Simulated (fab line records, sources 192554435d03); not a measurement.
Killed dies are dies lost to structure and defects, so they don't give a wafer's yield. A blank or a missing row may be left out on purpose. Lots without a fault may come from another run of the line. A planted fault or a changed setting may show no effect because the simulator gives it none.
Chamber matching | flow n5_finfet | N5_BEOL_M5_CO_CAP_78 on cvd_co-01: 3 sister chambers
The step material Co, precursor CCTBA/H2, target thk 2 nm, time 102.1 s. 3 wafers are shown with their chamber, then 12 later ones without.

WAFERS WITH THEIR CHAMBER
wafer  | chamber | heater_power_w (W)
L077.6 | 0       | 252
L084.4 | 2       | 209
L084.5 | 1       | 310

WAFERS WITHOUT THEIR CHAMBER
wafer  | heater_power_w (W)
L086.1 | 298
L086.3 | 212
L086.4 | 209
L090.1 | 291
L090.4 | 293
L090.5 | 209
L092.1 | 214
L092.4 | 208
L092.5 | 253
L093.1 | 256
L093.4 | 208
L093.6 | 293

WHICH CHAMBER EACH WENT THROUGH
wafer  | from the rows above | in truth
L086.1 | 1                   | 1
L086.3 | 2                   | 2
L086.4 | 2                   | 2
L090.1 | 1                   | 1
L090.4 | 1                   | 1
L090.5 | 2                   | 2
L092.1 | 2                   | 2
L092.4 | 2                   | 2
L092.5 | 0                   | 0
L093.1 | 0                   | 0
L093.4 | 2                   | 2
L093.6 | 1                   | 1
Placed correctly: 12 of 12. Can't be placed from these rows: 0. Placed wrongly: 0.
How it was worked out, from the rows above alone: a wafer's distance from a chamber is the root of the sum, over the readings, of the square of ((its reading less the chamber's mean) divided by the reading's scatter). The wafer belongs to the nearest chamber; if the next one is less than 2 further off, it can't be placed. A chamber's mean is the mean of its shown wafers. The scatter: with one shown wafer a chamber, the root of the mean of the squares of how far each hidden wafer lies from its nearest shown one.
